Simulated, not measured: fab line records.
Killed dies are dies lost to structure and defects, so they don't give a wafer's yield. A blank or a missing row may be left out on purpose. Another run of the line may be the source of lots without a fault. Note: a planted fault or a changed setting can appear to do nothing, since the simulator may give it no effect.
Which tool was responsible? ; flow n5 finfet ; 11 lots, 29 wafers sampled, at 5 steps of a route of 1938

== WHAT EACH GAUGE READ, for each wafer ==
Not one reading of a measure or inspect step in the record can be checked against a usual standard deviation.

== WHICH TOOL RAN EACH LOT (tool, then ch and the chambers of the sampled wafers, then the start) ==
lot;N5_BEOL_M15_TRENCH_ETCH_34;N5_BEOL_M15_ETCH_38;N5_BEOL_M15_DEGAS_41;N5_BEOL_M15_SPUTTER_45;N5_PASSIVATION_PROBE_49
L938;rie diel-05 ch 1,2,3, day 11 11:28;rie diel-06 ch 0,2, day 11 12:58 or earlier;pvd sputter-01, day 11 12:58;pvd sputter-01, day 11 13:12;prober-02, day 12 05:08
L940;rie diel-05 ch 0,2,3, day 11 19:01;rie diel-05 ch 1,2,3, day 11 20:02 or earlier;pvd sputter-03, day 11 20:02;pvd sputter-03, day 11 20:17;prober-01, day 12 17:26
L942;rie diel-03 ch 0,1,3, day 12 14:50;rie diel-03 ch 0,1,2, day 12 15:38 or earlier;pvd sputter-02, day 12 15:38;pvd sputter-02, day 12 19:04;prober-01, day 13 12:25
L943;rie diel-03 ch 0,2, day 12 19:34;rie diel-05 ch 0,2, day 12 21:10 or earlier;pvd sputter-01, day 12 21:10;pvd sputter-01, day 12 21:26;prober-02, day 13 11:23
L945;rie diel-06 ch 2,3, day 13 16:21;rie diel-03 ch 2, day 13 18:35 or earlier;pvd sputter-01, day 13 18:35;pvd sputter-01, day 13 18:49;prober-02, day 14 14:43
L950;rie diel-06 ch 0,2, day 14 22:08;rie diel-05 ch 1, day 14 23:11 or earlier;pvd sputter-01, day 14 23:11;pvd sputter-01, day 14 23:25;prober-02, day 15 16:52
L954;rie diel-03 ch 2,3, day 16 02:02;rie diel-05 ch 0,1,3, day 16 08:13 or earlier;pvd sputter-01, day 16 08:13;pvd sputter-01, day 16 08:28;prober-01, day 17 02:53
L956;rie diel-05 ch 0,2, day 16 16:13;rie diel-05 ch 0,2,3, day 16 16:57 or earlier;pvd sputter-01, day 16 16:57;pvd sputter-01, day 16 17:11;prober-02, day 17 08:46
L959;rie diel-05 ch 1, day 16 23:49;rie diel-06 ch 1,2, day 17 02:50 or earlier;pvd sputter-03, day 17 02:50;pvd sputter-03, day 17 03:04;prober-02, day 17 18:40
L960;rie diel-05 ch 0,3, day 17 16:00;rie diel-03 ch 0,3, day 17 22:11 or earlier;pvd sputter-02, day 17 22:11;pvd sputter-02, day 17 22:26;prober-02, day 18 11:57
L961;rie diel-06 ch 1,2, day 18 06:19;rie diel-05 ch 1,3, day 18 08:07 or earlier;pvd sputter-02, day 18 08:07;pvd sputter-02, day 18 08:22;prober-02, day 18 22:41
- N5_BEOL_M15_TRENCH_ETCH_34: etches SiO2 in C4F8/O2/Ar, target depth 872.93 nm, time 199 s.
- N5_BEOL_M15_ETCH_38: etches SiCN in CF4/N2, target depth 106.4 nm, time 120.5 s.
- N5_BEOL_M15_DEGAS_41: time 60 s.
- N5_BEOL_M15_SPUTTER_45: material Cu, target thk 100 nm, time 16.67 s.
- N5_PASSIVATION_PROBE_49

== WHAT THE TOOLS THEMSELVES READ (means of the sampled wafers that have a number; where no wafer has one, the mark that the record gives instead) ==
N5_BEOL_M15_TRENCH_ETCH_34. Usual: drypump motor current A 5.8 A, standard deviation 0.5; oes_f_703_au 0.76 a.u., standard deviation 0.11; oes product au 0.76 a.u., standard deviation 0.1; rf vpp V 2242 V, standard deviation 49; showerhead plenum p Torr 3.48 Torr, standard deviation 0.097; throttle valve pct 30.94 %, standard deviation 0.29.
lot;tool;drypump motor current A (A);oes_f_703_au (a.u.);oes product au (a.u.);rf vpp V (V);showerhead plenum p Torr (Torr);throttle valve pct (%);flag
L938;rie diel-05;5.8;0.70;0.70;2253;3.51;31.13;
L940;rie diel-05;5.9;0.73;0.71;2246;3.51;30.99;
L942;rie diel-03;6.1;0.67;0.67;2234;3.54;31.24;
L943;rie diel-03;5.7;0.72;0.73;2216;3.49;31.19;
L945;rie diel-06;6.0;0.72;0.73;2244;3.29;31.05;
L950;rie diel-06;6.2;0.69;0.70;2282;3.40;30.73;
L954;rie diel-03;5.8;0.87;0.85;2162;3.50;31.24;
L956;rie diel-05;5.7;0.82;0.81;2226;3.54;30.68;
L959;rie diel-05;5.1;0.67;0.67;2250;3.54;31.20;
L960;rie diel-05;5.7;0.82;0.79;2255;3.48;30.95;
L961;rie diel-06;6.4;0.77;0.77;2254;3.39;30.95;

N5_BEOL_M15_ETCH_38. Usual: drypump motor current A 5.8 A, standard deviation 0.48; oes product au 0.78 a.u., standard deviation 0.11; rf vpp V 383.1 V, standard deviation 1.6; showerhead plenum p Torr 2.24 Torr, standard deviation 0.058; throttle valve pct 15.46 %, standard deviation 0.24.
lot;tool;drypump motor current A (A);oes product au (a.u.);rf vpp V (V);showerhead plenum p Torr (Torr);throttle valve pct (%);flag
L938;rie diel-06;6.1;0.70;382.7;2.21;15.39;
L940;rie diel-05;5.8;0.69;383.4;2.24;15.60;
L942;rie diel-03;6.0;0.70;384.0;2.25;15.66;
L943;rie diel-05;5.7;0.74;384.1;2.28;15.34;
L945;rie diel-03;5.6;0.73;382.7;2.22;15.74;
L950;rie diel-05;5.1;0.68;383.6;2.29;15.77;
L954;rie diel-05;5.5;0.77;382.3;2.25;15.47;
L956;rie diel-05;5.9;0.88;383.4;2.23;15.18;
L959;rie diel-06;6.2;0.82;381.8;2.19;15.30;
L960;rie diel-03;5.9;0.94;382.6;2.26;15.29;
L961;rie diel-05;5.7;0.92;381.8;2.21;15.29;

N5_BEOL_M15_DEGAS_41. Usual: heater power w at 461 W, with a standard deviation of 55.
lot;tool;heater power w (W);flag
L938;pvd sputter-01;464;
L940;pvd sputter-03;459;
L942;pvd sputter-02;474;
L943;pvd sputter-01;473;
L945;pvd sputter-01;486;
L950;pvd sputter-01;474;
L954;pvd sputter-01;466;
L956;pvd sputter-01;470;
L959;pvd sputter-03;520;
L960;pvd sputter-02;476;
L961;pvd sputter-02;477;

N5_BEOL_M15_SPUTTER_45. Usual: cathode dc power W 26000 W, standard deviation 4.8; substrate temp c -20.01 C, standard deviation 0.11; throttle valve pct 29.3 %, standard deviation 0.8.
lot;tool;cathode dc power W (W);substrate temp c (C);throttle valve pct (%);flag
L938;pvd sputter-01;25997;-19.99;28.9;
L940;pvd sputter-03;25997;-19.95;28.8;
L942;pvd sputter-02;26000;-20.03;29.7;
L943;pvd sputter-01;25999;-20.06;29.1;
L945;pvd sputter-01;26001;-20.03;28.8;
L950;pvd sputter-01;26004;-20.19;29.4;
L954;pvd sputter-01;24171;-19.93;29.4;OFF
L956;pvd sputter-01;24174;-19.99;29.1;OFF
L959;pvd sputter-03;26002;-19.95;29.1;
L960;pvd sputter-02;25998;-20.06;30.6;
L961;pvd sputter-02;26001;-20.02;30.6;

N5_PASSIVATION_PROBE_49. Usual: defect limited yield 91.5 %, standard deviation 1.5; killed_at_M0_to_M3 32, standard deviation 10; killed_at_M4_up 13, standard deviation 4.9; killed at contacts 13, standard deviation 6.1; killed at front end 38, standard deviation 11; killed at other 3, standard deviation 3.2; killed dies 101, standard deviation 18; killed open 66, standard deviation 13; killed short 32, standard deviation 8.3; sort_bin_4_leakage 0.00 %, standard deviation 0.018; sort_bin_5_function 5.0 %, standard deviation 1; sort_bin_6_memory 3.2 %, standard deviation 0.74; sort_bin_8_speed 0.1 %, standard deviation 1.1; sort n pass 1078, standard deviation 22; sort yield pct 91.3 %, standard deviation 1.9.
lot;tool;defect limited yield (%);killed_at_M0_to_M3;killed_at_M4_up;killed at contacts;killed at front end;killed at other;killed dies;killed open;killed short;sort_bin_4_leakage (%);sort_bin_5_function (%);sort_bin_6_memory (%);sort_bin_8_speed (%);sort n pass;sort yield pct (%);flag
L938;prober-02;89.3;46;10;23;43;4;126;81;41;0.00;5.9;4.2;0.0;1054;89.3;
L940;prober-01;91.9;30;13;14;37;1;96;61;29;0.00;4.5;3.4;0.0;1084;91.9;
L942;prober-01;90.5;38;18;11;43;3;112;78;32;0.00;5.3;4.0;0.0;1068;90.5;
L943;prober-02;90.0;27;17;21;46;7;118;73;39;0.00;5.5;4.0;0.0;1062;90.0;
L945;prober-02;88.4;34;16;12;62;12;136;86;46;0.00;6.7;4.4;0.0;1044;88.4;
L950;prober-02;91.1;34;14;18;36;3;105;68;34;0.00;5.2;3.4;0.0;1075;91.1;
L954;prober-01;90.8;29;17;10;49;4;108;71;36;0.00;5.6;3.3;0.0;1072;90.8;
L956;prober-02;91.3;33;8;15;39;7;102;65;37;0.03;5.2;3.3;0.0;1078;91.3;
L959;prober-02;91.0;28;14;14;44;7;106;67;39;0.00;4.8;3.7;0.0;1074;91.0;
L960;prober-02;89.1;46;15;24;40;3;129;84;42;0.00;6.2;4.0;0.0;1051;89.1;
L961;prober-02;92.0;34;11;9;35;6;95;59;34;0.00;4.3;3.4;0.0;1085;92.0;

== THE ANSWER, worked out from the rows above alone ==
Rule: a lot is off if the mean of its wafers that have a number lies more than 3 standard deviations from the usual mean. A lot without any number at a reading at which 4 lots or more have one is off too. The other lots that the step has rows for count as sound. After the gauges, taken in route order, come the tools' own readings; for these a lot's mean is taken, as printed above. The first step at which some lot is off is used, and at that step the reading that is off furthest; a lot without a number counts as furthest.
Off, at N5_BEOL_M15_SPUTTER_45 on cathode dc power W: L954, L956.
A tool fits if, at that step or a process step before it, it ran every lot that is off, and no sound lot after the first of them. Because N5_BEOL_M15_ETCH_38 lacks a start for some lots, the hours and order of its lots are taken from N5_BEOL_M15_DEGAS_41. One fits: pvd sputter-01 at N5_BEOL_M15_DEGAS_41 and N5_BEOL_M15_SPUTTER_45. At N5_BEOL_M15_DEGAS_41 its last sound lot is L950 (day 14 23:11), its first lot that is off L954 (day 16 08:13): a fault that began between those two fits.

== WHAT THE SIMULATOR PUT IN ==
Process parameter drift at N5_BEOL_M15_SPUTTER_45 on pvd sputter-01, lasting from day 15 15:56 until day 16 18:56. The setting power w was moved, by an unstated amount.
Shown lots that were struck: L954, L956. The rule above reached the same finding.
